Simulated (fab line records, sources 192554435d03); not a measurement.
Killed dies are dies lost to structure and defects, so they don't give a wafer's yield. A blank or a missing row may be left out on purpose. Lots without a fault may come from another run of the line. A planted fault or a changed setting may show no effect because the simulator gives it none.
fab line records | flow n5_finfet
record lots=5 wafers=14 last_day=20
route steps=1938 shown GATE_CUT@484 BEOL_M4@1111 PASSIVATION@1936
lots that met no fault: from a run of the same line without faults
start_h: hours from the record's first day to the start of the lot's first wafer shown | wait_h: hours since the lot's step before | " the same as in the row above | L1.1+2: a row that stands for several wafers | - no value, or no start given | * or withheld: withheld | < > ~ a bound
route shown NAME@n: a module of which the file shows steps, and the number in the route of the first | usual: mean/standard deviation of fault-free wafers | same: alike in all rows | chamber/n: place in a boat | sites: the reading at each site | _std_site: their standard deviation | _edge_site: outer sites' mean less inner sites' | radius_mm: how far each site lies from the wafer's centre | mask NAME#n: copy n | behind: the tool/chamber that last shaped the wafer | hold: why the lot was held/for how many hours/how that ended | device: the transistor (n, p or np) that didn't switch | end of line: the same wafers' tests at the end of the route | a step without rows: its recipe alone | killed: dies lost to structure and defects at the first sort, not the wafer's yield | map: a wafer's dies, x killed, . not, _ none there
set.NAME: the setting as run; set.NAME@STEP: as run at that earlier step | model.NAME: the simulator's own value behind a step, which no gauge read
lots at some steps of the route; a table a step, a row a wafer
services: from which hour (start_h, from the record's first day; less than 0 if before it) a tool's chamber was out of use, for how many hours, and why
## steps
# step N5_GATE_CUT_EXPOSE_10
# recipe mask_id=GATE_CUT na=0.33 source_shape=annular sigma_inner=0.35 sigma_outer=0.8 polarization=unpolarized target_cd_nm=20 dose_mj=43.25
# step N5_GATE_CUT_PEB_11
# recipe peb_temp_c=100 peb_time_s=60 resist=CAR-EUV
# step N5_GATE_CUT_DEVELOP_12
# recipe develop_time_s=30 developer=TMAH resist=CAR-EUV rinse_liquid=surfactant_rinse dry=air_spin dev_temp_c=23
# step N5_GATE_CUT_CD_MEAS_13
# recipe target_cd_nm=20 landing_energy_ev=500 detector=se_inlens
# usual cd_nm=20.01/0.25
# columns lot.wafer tool chamber start_h wait_h cd_nm
L497.3 cd_sem-02 0 98.64 - 20.25
L497.5 " 0 " " 20.27
L497.6 " 0 " " 20.07
L499.2 cd_sem-03 0 105.15 - 19.79
L499.4 " 0 " " 19.79
L499.6 " 0 " " 19.92
L506.1 cd_sem-01 0 166.30 - 20.07
L506.4 " 0 " " 19.92
L506.5 " 0 " " 20.03
L511.2 cd_sem-01 0 177.53 - 20.28
L511.6 " 0 " " 20.04
L518.1 cd_sem-03 0 253.89 - 20.25
L518.2 " 0 " " 20.12
L518.3 " 0 " " 20.04
# step N5_GATE_CUT_OVL_MEAS_14
# recipe points_per_wafer=522
# usual GATE_CUT_OVL=0.1/0.8
# columns lot.wafer tool chamber start_h wait_h GATE_CUT_OVL[nm]
L497.3 overlay-01 0 98.68 0.0 -0.3
L497.5 " 0 " " -0.6
L497.6 " 0 " " 0.3
L499.2 overlay-01 0 105.19 0.0 -0.2
L499.4 " 0 " " -1.0
L499.6 " 0 " " 0.1
L506.1 overlay-01 0 166.33 0.0 1.3
L506.4 " 0 " " -0.2
L506.5 " 0 " " 0.8
L511.2 overlay-02 0 177.56 0.0 -0.4
L511.6 " 0 " " 0.0
L518.1 overlay-01 0 253.92 0.0 0.0
L518.2 " 0 " " -0.1
L518.3 " 0 " " -0.6
# step N5_GATE_CUT_INSPECT_15
# recipe mode=adi inspect_instrument=brightfield
# usual raw_defect_count=134/43
# columns lot.wafer tool chamber start_h wait_h raw_defect_count
L497.3 defect_inspect-01 - 98.73 0.0 107
L497.5 " - " " 93
L497.6 " - " " 69
L499.2 defect_inspect-01 - 105.24 0.0 143
L499.4 " - " " 204
L499.6 " - " " 127
L506.1 defect_inspect-02 - 166.39 0.1 106
L506.4 " - " " 112
L506.5 " - " " 101
L511.2 defect_inspect-01 - 177.62 0.0 76
L511.6 " - " " 104
L518.1 defect_inspect-01 - 253.98 0.1 175
L518.2 " - " " 202
L518.3 " - " " 184
# step N5_GATE_CUT_DESCUM_18
# recipe chemistry=O2 time_s=7 source_power_w=50 bias_power_w=20 pressure_mtorr=20 rf_frequency_hz=2.712e+07 temp_c=40 resist=CAR-EUV o2_flow_sccm=225
# usual drypump_motor_current_A=5.7/0.32 oes_product_au=0.77/0.078 rf_vpp_V=243.0/1.5 showerhead_plenum_p_Torr=2.08/0.074 throttle_valve_pct=20.52/0.15
# same time_s=7
# columns lot.wafer tool chamber start_h wait_h drypump_motor_current_A oes_product_au rf_hours_counter_h rf_vpp_V showerhead_plenum_p_Torr throttle_valve_pct
L497.3 rie_diel-05 1 98.76 0.0 5.3 0.94 19 245.4 2.14 20.15
L497.5 " 1 " " 5.3 0.94 - 243.6 2.14 20.16
L497.6 " 0 " " 5.8 0.70 - 242.9 2.08 20.28
L499.2 rie_diel-03 1 105.27 0.0 5.7 0.74 158 243.5 2.09 20.69
L499.4 " 3 " " 5.6 0.73 152 245.8 2.18 20.55
L499.6 " 3 " " 5.5 0.73 - 244.9 2.18 20.55
L506.1 rie_diel-02 2 167.18 0.8 6.1 0.87 56 243.6 2.04 20.45
L506.4 " 1 " " 5.6 0.75 152 241.4 2.01 20.68
L506.5 " 2 " " 6.1 0.88 - 241.2 2.04 20.46
L511.2 rie_diel-03 1 177.65 0.0 5.8 0.73 185 243.1 2.08 20.74
L511.6 " 0 " " 5.9 0.82 - 243.6 2.19 20.39
L518.1 rie_diel-02 1 254.46 0.5 5.6 0.74 173 242.0 2.00 20.72
L518.2 " 2 " " 6.1 0.85 77 242.0 2.04 20.48
L518.3 " 0 " " 4.8 0.97 13 243.9 2.15 20.41
# step N5_GATE_CUT_ETCH_28
# recipe chemistry=N2/H2 target=underlayer target_depth_a=130 mask_material=CAR-EUV time_s=10.4 ion_energy_ev=200 pressure_mtorr=30 source_w=840 bias_w=150 n2_flow_sccm=200 h2_flow_sccm=200 ends=cleared
# usual bias_w=150.0/0.46 drypump_motor_current_A=5.7/0.32 etch_rf_on_time_s=10.38/0.16 oes_product_au=0.66/0.067 rf_vpp_V=523.3/2.8 showerhead_plenum_p_Torr=2.53/0.093 throttle_valve_pct=17.98/0.17
# columns lot.wafer tool chamber start_h wait_h bias_w drypump_motor_current_A etch_rf_on_time_s oes_product_au rf_hours_counter_h rf_vpp_V showerhead_plenum_p_Torr throttle_valve_pct
L497.3 rie_diel-05 1 98.80 0.0 149.6 5.4 10.37 0.80 19 524.4 2.60 17.59
L497.5 " 1 " " 150.0 5.4 10.38 0.79 - 526.1 2.60 17.61
L497.6 " 0 " " 150.4 5.8 10.87 0.60 - 523.4 2.52 17.73
L499.2 rie_diel-03 1 105.31 0.0 149.7 5.8 10.40 0.63 158 523.7 2.54 18.25
L499.4 " 3 " " 150.2 5.5 10.52 0.62 152 525.4 2.65 17.95
L499.6 " 3 " " 150.5 5.5 10.55 0.62 - 525.4 2.65 17.95
L506.1 rie_diel-02 2 167.22 0.0 150.6 6.1 10.14 0.75 56 520.1 2.48 17.85
L506.4 " 1 " " 149.6 5.6 10.52 0.64 152 520.0 2.44 18.12
L506.5 " 2 " " 149.9 6.0 10.22 0.74 - 521.5 2.48 17.81
L511.2 rie_diel-03 1 177.69 0.0 149.8 5.8 10.48 0.61 185 524.0 2.53 18.31
L511.6 " 0 " " 150.7 5.8 10.41 0.70 - 526.3 2.68 17.99
L518.1 rie_diel-02 1 254.49 0.0 150.2 5.6 10.57 0.63 173 520.3 2.43 18.16
L518.2 " 2 " " 149.9 6.1 10.33 0.72 77 521.9 2.47 17.87
L518.3 " 0 " " 150.5 4.8 10.24 0.82 13 525.7 2.60 17.78
# step N5_GATE_CUT_ETCH_36
# recipe chemistry=CF4 target=SiARC target_depth_a=130 mask_material=CAR-EUV time_s=21.7 ion_energy_ev=80 pressure_mtorr=40 source_w=545 bias_w=36 Ar_flow_sccm=100 cf4_flow_sccm=100 ends=cleared
# usual bias_w=36.00/0.1 drypump_motor_current_A=5.7/0.32 etch_rf_on_time_s=21.6/0.33 mfc_ar_sccm=99.98/0.29 oes_product_au=0.66/0.066 rf_vpp_V=184.1/1.2 showerhead_plenum_p_Torr=2.13/0.073 throttle_valve_pct=15.70/0.16
# columns lot.wafer tool chamber start_h wait_h bias_w drypump_motor_current_A etch_rf_on_time_s mfc_ar_sccm oes_product_au rf_hours_counter_h rf_vpp_V showerhead_plenum_p_Torr throttle_valve_pct
L497.3 rie_diel-05 1 98.82 0.0 35.98 5.3 21.7 99.69 0.79 19 184.6 2.18 15.23
L497.5 " 1 " " 36.07 5.4 21.8 100.24 0.79 - 184.3 2.18 15.24
L497.6 " 0 " " 35.98 5.8 22.3 99.66 0.59 - 182.4 2.13 15.46
L499.2 rie_diel-03 1 105.33 0.0 36.02 5.8 21.8 100.10 0.63 158 185.5 2.14 15.88
L499.4 " 3 " " 35.84 5.5 22.0 99.92 0.62 152 185.7 2.23 15.70
L499.6 " 3 " " 36.02 5.5 21.8 99.93 0.62 - 183.4 2.22 15.70
L506.1 rie_diel-02 2 167.24 0.0 36.05 6.1 21.0 100.13 0.75 56 182.6 2.09 15.55
L506.4 " 1 " " 35.99 5.6 21.7 99.67 0.65 152 184.7 2.05 15.78
L506.5 " 2 " " 36.09 6.0 21.2 100.02 0.75 - 183.3 2.09 15.55
L511.2 rie_diel-03 1 177.71 0.0 35.90 5.8 21.6 99.48 0.62 185 182.9 2.13 15.91
L511.6 " 0 " " 35.89 5.9 21.3 99.65 0.70 - 185.9 2.25 15.63
L518.1 rie_diel-02 1 254.51 0.0 36.12 5.6 21.5 100.19 0.64 173 181.9 2.04 15.83
L518.2 " 2 " " 36.12 6.0 21.3 100.28 0.73 77 183.0 2.08 15.59
L518.3 " 0 " " 36.10 4.8 21.0 99.81 0.83 13 183.6 2.19 15.49
# step N5_GATE_CUT_ETCH_37
# recipe chemistry=N2/H2 target=SOC target_depth_a=600 overetch_a=120 mask_material=SiARC temp_c=40 time_s=90 ion_energy_ev=200 pressure_mtorr=30 source_w=840 bias_w=150 n2_flow_sccm=200 h2_flow_sccm=200
# usual bias_w=150.0/0.43 drypump_motor_current_A=5.7/0.32 oes_product_au=0.69/0.065 rf_vpp_V=523.5/2.8 showerhead_plenum_p_Torr=2.53/0.093 throttle_valve_pct=17.96/0.17
# same time_s=90
# columns lot.wafer tool chamber start_h wait_h bias_w drypump_motor_current_A oes_product_au rf_hours_counter_h rf_vpp_V showerhead_plenum_p_Torr throttle_valve_pct
L497.3 rie_diel-05 1 98.84 0.0 150.6 5.4 0.83 19 526.0 2.60 17.57
L497.5 " 1 " " 150.0 5.4 0.82 - 525.6 2.60 17.55
L497.6 " 0 " " 149.6 5.8 0.63 - 523.9 2.52 17.69
L499.2 rie_diel-03 1 105.35 0.0 149.6 5.7 0.66 158 524.1 2.54 18.23
L499.4 " 3 " " 149.9 5.5 0.65 153 527.5 2.65 17.93
L499.6 " 3 " " 150.4 5.5 0.65 - 527.7 2.65 17.94
L506.1 rie_diel-02 2 167.26 0.0 150.0 6.0 0.77 56 522.4 2.48 17.79
L506.4 " 1 " " 150.2 5.6 0.68 152 520.9 2.44 18.09
L506.5 " 2 " " 150.3 6.0 0.77 - 522.4 2.48 17.79
L511.2 rie_diel-03 1 177.73 0.0 149.9 5.8 0.64 185 524.3 2.53 18.28
L511.6 " 0 " " 150.2 5.9 0.73 - 527.7 2.68 17.97
L518.1 rie_diel-02 1 254.54 0.0 150.0 5.6 0.66 173 519.9 2.43 18.12
L518.2 " 2 " " 150.1 6.1 0.75 77 522.0 2.47 17.85
L518.3 " 0 " " 150.4 4.8 0.84 13 525.3 2.60 17.75
# step N5_GATE_CUT_STRIP_38
# recipe chemistry=N2/H2 temp_c=40 n2_flow_sccm=200 h2_flow_sccm=200 rf_frequency_hz=6e+07
# step N5_GATE_CUT_STRIP_39
# recipe chemistry=N2/H2 temp_c=40 n2_flow_sccm=200 h2_flow_sccm=200 rf_frequency_hz=6e+07
# step N5_GATE_CUT_HM_OPEN_40
# recipe chemistry=C4F6/O2 target=SiO2 mask_material=SiARC target_depth_a=1390 time_s=85.1 ion_energy_ev=250 pressure_mtorr=30 source_w=345 bias_w=185 Ar_flow_sccm=300 C4F6_flow_sccm=10 O2_flow_sccm=10 ends=cleared
# usual bias_w=185.0/0.54 drypump_motor_current_A=5.7/0.32 etch_rf_on_time_s=93.4/1.9 mfc_ar_sccm=300.1/0.94 oes_product_au=0.69/0.07 rf_vpp_V=664/5.5 showerhead_plenum_p_Torr=2.84/0.097 throttle_valve_pct=21.05/0.17
# columns lot.wafer tool chamber start_h wait_h bias_w drypump_motor_current_A etch_rf_on_time_s mfc_ar_sccm oes_product_au rf_hours_counter_h rf_vpp_V showerhead_plenum_p_Torr throttle_valve_pct
L497.3 rie_diel-05 1 98.93 0.0 185.4 5.3 92.7 300.2 0.83 19 671 2.91 20.67
L497.5 " 1 " " 184.5 5.4 94.4 301.7 0.83 - 671 2.91 20.66
L497.6 " 0 " " 185.4 5.8 98.3 300.0 0.64 - 663 2.83 20.76
L499.2 rie_diel-03 1 105.44 0.0 185.0 5.7 92.4 300.5 0.67 158 659 2.86 21.31
L499.4 " 3 " " 184.7 5.5 93.5 299.4 0.66 153 671 2.97 21.09
L499.6 " 3 " " 185.2 5.5 92.8 299.3 0.66 - 670 2.97 21.09
L506.1 rie_diel-02 2 167.35 0.0 185.4 6.1 93.5 299.1 0.79 56 665 2.78 20.98
L506.4 " 1 " " 185.6 5.6 94.8 299.3 0.68 152 657 2.73 21.14
L506.5 " 2 " " 184.5 6.1 93.7 299.6 0.79 - 665 2.78 20.96
L511.2 rie_diel-03 1 177.81 0.0 184.2 5.8 70.8 300.1 0.77 185 660 2.85 21.40
L511.6 " 0 " " 185.6 5.9 95.2 300.8 0.73 - 667 2.98 20.97
L518.1 rie_diel-02 1 254.62 0.0 185.0 5.6 92.5 300.4 0.67 173 659 2.72 21.17
L518.2 " 2 " " 184.5 6.1 89.2 300.8 0.77 77 664 2.77 21.01
L518.3 " 0 " " 185.3 4.8 87.6 300.2 0.88 13 665 2.90 20.84
# step N5_GATE_CUT_STRIP_41
# recipe chemistry=CF4 resist=SiARC power_w=300 bias_power_w=75 pressure_mtorr=50 cf4_flow_sccm=150 rf_frequency_hz=6e+07
# usual drypump_motor_current_A=5.7/0.32 oes_product_au=0.177/0.017 rf_vpp_V=270.9/1.7 showerhead_plenum_p_Torr=1.78/0.061 throttle_valve_pct=13.66/0.16
# columns lot.wafer tool chamber start_h wait_h drypump_motor_current_A oes_product_au rf_hours_counter_h rf_vpp_V showerhead_plenum_p_Torr throttle_valve_pct
L497.3 rie_diel-05 1 98.99 0.0 5.3 0.211 19 273.3 1.82 13.17
L497.5 " 1 " " 5.4 0.211 - 272.6 1.82 13.16
L497.6 " 0 " " 5.8 0.166 - 270.7 1.78 13.46
L499.2 rie_diel-03 1 105.50 0.0 5.7 0.176 158 268.2 1.79 13.80
L499.4 " 3 " " 5.5 0.162 153 272.7 1.86 13.66
L499.6 " 3 " " 5.5 0.169 - 271.9 1.86 13.67
L506.1 rie_diel-02 2 167.41 0.0 6.1 0.199 56 270.4 1.75 13.50
L506.4 " 1 " " 5.6 0.181 152 270.1 1.72 13.76
L506.5 " 2 " " 6.1 0.197 - 270.9 1.75 13.49
L511.2 rie_diel-03 1 177.88 0.0 5.7 0.167 185 269.6 1.78 13.89
L511.6 " 0 " " 5.9 0.191 - 271.9 1.88 13.60
L518.1 rie_diel-02 1 254.68 0.0 5.6 0.170 173 268.6 1.71 13.79
L518.2 " 2 " " 6.0 0.190 77 269.9 1.74 13.55
L518.3 " 0 " " 4.8 0.223 13 272.5 1.83 13.42
# step N5_BEOL_M4_RC_MEAS_101
# usual DIBL_N=36.5/1.2 DIBL_P=36.5/1.6 IOFF_N=0.162/0.023 IOFF_P=0.221/0.03 ION_N=678/8 ION_P=466/6.3 SS_N=71.6/0.46 SS_P=73.3/0.57 VT_N=249.2/2.6 VT_P=-249/3.3
# columns lot.wafer tool chamber start_h wait_h DIBL_N[mV/V] DIBL_P[mV/V] IOFF_N[nA/um] IOFF_P[nA/um] ION_N[uA/um] ION_P[uA/um] SS_N[mV/dec] SS_P[mV/dec] VT_N[mV] VT_P[mV]
L499.2 prober-02 0 241.81 0.2 36.1 37.7 0.176 0.214 678 462 71.6 73.2 246.9 -251
L499.4 " 0 " " 36.2 38.1 0.173 0.215 675 465 71.0 73.8 247.8 -251
L499.6 " 0 " " 37.6 39.6 0.207 0.251 683 460 71.3 74.2 245.9 -246
L497.3 prober-02 0 242.90 0.7 34.9 34.3 0.117 0.179 663 461 70.9 73.0 256.9 -254
L497.5 " 0 " " 36.3 36.4 0.145 0.200 669 463 71.2 73.1 251.3 -253
L497.6 " 0 " " 36.0 36.1 0.139 0.198 678 465 71.0 73.7 251.1 -252
L506.1 prober-02 0 287.61 0.0 37.1 37.3 0.189 0.216 674 457 72.2 74.2 248.0 -252
L506.4 " 0 " " 37.2 37.1 0.190 0.208 685 462 71.8 73.6 248.4 -254
L506.5 " 0 " " 36.5 36.4 0.179 0.199 675 457 72.6 74.2 248.9 -252
L511.2 prober-02 0 320.44 0.2 34.9 36.5 0.133 0.208 674 470 71.5 74.0 253.0 -247
L511.6 " 0 " " 34.5 35.4 0.123 0.193 672 466 72.4 73.1 255.7 -250
L518.1 prober-02 0 367.40 0.0 38.7 37.2 0.188 0.232 680 459 71.8 73.9 247.1 -250
L518.2 " 0 " " 39.2 38.0 0.191 0.254 684 467 71.3 74.5 246.4 -248
L518.3 " 0 " " 39.6 38.2 0.197 0.256 686 471 71.9 74.1 247.0 -246
# step N5_PASSIVATION_PROBE_49
# usual defect_limited_yield=91.2/1.3 killed_at_M0_to_M3=34/9.2 killed_at_M4_up=14/5 killed_at_contacts=13/6.7 killed_at_front_end=39/12 killed_at_other=4/3.3 killed_dies=104/15 killed_open=68/12 killed_short=34/7.5 sort_bin_5_function=5.2/0.87 sort_bin_6_memory=3.3/0.63 sort_n_pass=1076/15 sort_yield_pct=91.2/1.3
# same gross_dies=1180 killed_at_back_side=0 sort_bin_4_leakage[%]=0 sort_bin_8_speed[%]=0
# columns lot.wafer tool chamber start_h wait_h defect_limited_yield[%] killed_at_M0_to_M3 killed_at_M4_up killed_at_contacts killed_at_front_end killed_at_other killed_dies killed_open killed_short sort_bin_5_function[%] sort_bin_6_memory[%] sort_n_pass sort_yield_pct[%]
L506.4 prober-02 - 385.29 0.2 92.1 34 13 6 37 3 93 56 35 4.3 3.1 1087 92.1
L506.5 prober-02 - 385.34 0.2 92.5 44 8 6 26 4 88 52 32 4.1 3.1 1092 92.5
# killed by level:class
L506.4 FIN_SAQP:geometric_particle:open=11 FIN_SAQP:geometric_particle:short=8 BEOL_M4:geometric_particle:open=8 MOL_CONTACT_COAG:geometric_particle:open=6 DUMMY_GATE:geometric_particle:open=5 BEOL_M0_SAQP:geometric_particle:short=5 BEOL_M1:geometric_particle:short=5 BEOL_M2:geometric_particle:open=5
L506.5 BEOL_M0_SAQP:geometric_particle:short=12 BEOL_M3:geometric_particle:open=9 BEOL_M1:geometric_particle:open=7 BEOL_M4:geometric_particle:open=6 GATE_CUT:geometric_particle:short=5 MOL_CONTACT_COAG:geometric_particle:open=5 BEOL_M0_SAQP:geometric_particle:open=5 FIN_SAQP:geometric_particle:open=4
## services
# columns tool chamber start_h hours kind
rie_diel-05 3 93.94 21.0 repair
rie_diel-02 1 107.68 15.5 repair
rie_diel-02 2 107.69 2.9 repair
rie_diel-05 2 115.16 - clean
rie_diel-05 2 115.16 - consumable_replace:focus_ring
rie_diel-05 2 115.16 17.7 scheduled_down
rie_diel-05 2 115.16 17.7 vent_cycle
rie_diel-02 - 151.09 15.6 pm
rie_diel-05 - 153.22 28.1 pm
rie_diel-02 0 173.56 - clean
rie_diel-02 0 173.56 - consumable_replace:focus_ring
rie_diel-02 0 173.56 25.7 scheduled_down
rie_diel-02 0 173.56 25.7 vent_cycle
rie_diel-05 3 189.24 1.3 repair
rie_diel-05 - 207.38 2.6 repair
rie_diel-05 1 213.83 14.7 repair
rie_diel-05 - 217.62 0.7 repair
rie_diel-05 3 227.96 6.0 repair
rie_diel-05 1 229.85 2.6 repair
rie_diel-02 - 241.35 2.8 pm
rie_diel-05 0 249.90 1.2 repair
rie_diel-02 3 250.98 4.4 repair
rie_diel-03 3 251.86 6.5 repair
## key
first_sign step=N5_GATE_CUT_HM_OPEN_40 reading=etch_rf_on_time_s direction=down sigmas=12 usual=* struck=*
effect none on later readings
met_at N5_GATE_CUT_HM_OPEN_40
struck_wafers L511.2
onset_between 105.44 177.81
fault kind=process_parameter_drift tool=rie_diel-03 chamber=- onset_h=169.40 steps=N5_GATE_CUT_HM_OPEN_40 channel=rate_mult offset=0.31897 shape=step end_h=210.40 scope=struck_wafers_only
